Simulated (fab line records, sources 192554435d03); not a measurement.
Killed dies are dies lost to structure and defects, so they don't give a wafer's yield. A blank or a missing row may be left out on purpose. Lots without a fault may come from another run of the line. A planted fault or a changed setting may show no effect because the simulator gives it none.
A struck lot beside a sound one | flow n5_finfet | 20 steps out of a route of 1938
Sound: wafers L733.1, L733.5, L733.6. Struck: wafers L740.3, L740.4. (L740.5 of the same lot was not struck and is left out.) The cause comes at the end.
At each step with rows: each side's tool, then ch and its chambers, then its first start. Under that, the readings that differ: sound wafers | struck wafers | difference of the means | sigmas: that difference in standard deviations of wafers without a fault.
alike: readings whose means differ by less than 2 such deviations, and words and numbers that are the same on both sides. not compared: withheld readings, readings that some wafer has no value for, bounds like >300 that may hide the same value, and numbers for which the record gives no deviation and whose values overlap.
The two part at a step that has a row with sigmas, a row that says differs or no value, or rows on one side only. Numbers that don't overlap but have no deviation are shown without sigmas and don't part them. A reading that every wafer of one side lacks parts them only if that side has two wafers or more.

first, 9 steps without rows for these wafers: N5_BEOL_M4_COAT_67 (time 60 s, resist thk 60 nm); N5_BEOL_M4_COAT_68 (time 60 s, resist thk 12 nm); N5_BEOL_M4_COAT_76 (time 60 s, resist thk 5 nm); N5_BEOL_M4_COAT_22 (resist thk 30 nm); N5_BEOL_M4_EBR_24; N5_BEOL_M4_SOFTBAKE_23 (time 60 s); N5_BEOL_M4_EXPOSE_25 (exposes mask V3, defocus 5 nm); N5_BEOL_M4_PEB_26 (peb time 60 s); N5_BEOL_M4_DEVELOP_27 (develop time 30 s).
N5_BEOL_M4_CD_MEAS_28: target cd 26.2 nm, target cd y 24.1 nm.
  sound on cd_sem-02 ch 0, day 9 04:28; struck on cd_sem-03 ch 0, day 10 16:00
  alike: cd_nm
N5_BEOL_M4_OVL_MEAS_29:
  sound on overlay-01 ch 0, day 9 04:29; struck on overlay-01 ch 0, day 10 16:02
  alike: V3_OVL
N5_BEOL_M4_INSPECT_30: inspects for defects (brightfield).
  sound on defect_inspect-01, day 9 04:33; struck on defect_inspect-01, day 10 16:05
  alike: raw_defect_count
N5_BEOL_M4_DESCUM_33: chemistry O2, time 7 s.
  sound on rie_diel-03 ch 2,3, day 9 04:35; struck on rie_diel-04 ch 0,1, day 10 16:07
  reading                                      | sound             | struck      | difference | sigmas
  rf_fwd_power_W (W)                           | 49.14 49.15 49.25 | 49.57 49.75 | +0.48      | +2
  model.CAR-EUV_of_BEOL_M4_COAT_22.thk_nm (nm) | 26 26 26          | 25.8 25.8   | -0.2       |
  alike: drypump_motor_current_A, oes_product_au, rf_vpp_V, showerhead_plenum_p_Torr, throttle_valve_pct
  not compared: rf_hours_counter_h
N5_BEOL_M4_ETCH_77: etches underlayer in N2/H2, target depth 6.5 nm, time 5.2 s.
  sound on rie_diel-03 ch 2,3, day 9 04:37; struck on rie_diel-04 ch 0,1, day 10 16:10
  alike: drypump_motor_current_A, etch_rf_on_time_s, n2_flow_sccm, oes_product_au, rf_fwd_power_W, rf_vpp_V, showerhead_plenum_p_Torr, throttle_valve_pct
  not compared: rf_hours_counter_h
N5_BEOL_M4_ETCH_69: etches SiARC in CF4, target depth 15.6 nm, time 26 s.
  sound on rie_diel-03 ch 2,3, day 9 04:38; struck on rie_diel-04 ch 0,1, day 10 16:10
  alike: drypump_motor_current_A, etch_rf_on_time_s, mfc_ar_sccm, oes_product_au, rf_fwd_power_W, rf_vpp_V, showerhead_plenum_p_Torr, throttle_valve_pct
  not compared: rf_hours_counter_h
N5_BEOL_M4_ALD_98: deposits SiO2, target thk 2.5 nm, pulse time 1 s, co reactant pulse time 1 s.
  sound on ald_sin-01 ch 0,1,3, day 9 05:10; struck on ald_sin-02 ch 0,2, day 10 17:49
  reading              | sound             | struck        | difference | sigmas
  susceptor_temp_C (C) | 99.80 99.88 99.92 | 100.04 100.26 | +0.28      | +2
  alike: heater_power_w, precursor_pulse_height_rel
N5_BEOL_M4_ETCHBACK_99: etches SiO2 in CHF3, target depth 5 nm, time 10.4 s.
  sound on rie_diel-04 ch 0,1, day 9 05:42; struck on rie_diel-01 ch 0,2, day 11 05:32
  reading                                      | sound          | struck | difference | sigmas
  model.CAR-EUV_of_BEOL_M4_COAT_22.thk_nm (nm) | 10.4 10.2 10.2 | 10 10  | +0         |
  alike: drypump_motor_current_A, mfc_ar_sccm, oes_product_au, rf_fwd_power_W, rf_vpp_V, showerhead_plenum_p_Torr, throttle_valve_pct
  not compared: rf_hours_counter_h
N5_BEOL_M4_ETCH_70: etches SOC in N2/H2, target depth 80 nm, overetch 24 nm, time 130 s.
  sound on rie_diel-04 ch 0,1, day 9 05:44; struck on rie_diel-01 ch 0,2, day 11 05:34
  alike: drypump_motor_current_A, n2_flow_sccm, oes_product_au, rf_fwd_power_W, rf_vpp_V, showerhead_plenum_p_Torr, throttle_valve_pct
  not compared: rf_hours_counter_h
N5_BEOL_M4_RC_MEAS_101:
  sound on prober-01 ch 0, day 9 09:58; struck on prober-02 ch 0, day 11 10:02
  alike: DIBL_N, DIBL_P, IOFF_N, IOFF_P, ION_N, ION_P, SS_N, SS_P, VT_N, VT_P
-- the record jumps here: 4 days lie between the struck wafers' starts before and after (it left off in module BEOL_M4 and takes up again in module PASSIVATION, whose first step shown is number 1936 of the route) --
N5_PASSIVATION_PROBE_49:
  sound on prober-02, day 13 14:19; struck on prober-02, day 15 13:29
  alike: defect_limited_yield, killed_at_M0_to_M3, killed_at_M4_up, killed_at_contacts, killed_at_front_end, killed_at_other, killed_dies, killed_open, killed_short, sort_bin_5_function, sort_bin_6_memory, sort_n_pass, sort_yield_pct

WHERE THEY PART
First at N5_BEOL_M4_DESCUM_33; last, within this record, at N5_BEOL_M4_ALD_98. Later steps at which nothing parts them and some readings are alike: N5_BEOL_M4_ETCHBACK_99, N5_BEOL_M4_ETCH_70, N5_BEOL_M4_RC_MEAS_101, N5_PASSIVATION_PROBE_49.

WHY: what the simulator had put in
Process parameter drift: rie_diel-04, from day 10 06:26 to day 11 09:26, at N5_BEOL_M4_DESCUM_33. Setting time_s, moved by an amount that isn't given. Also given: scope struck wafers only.
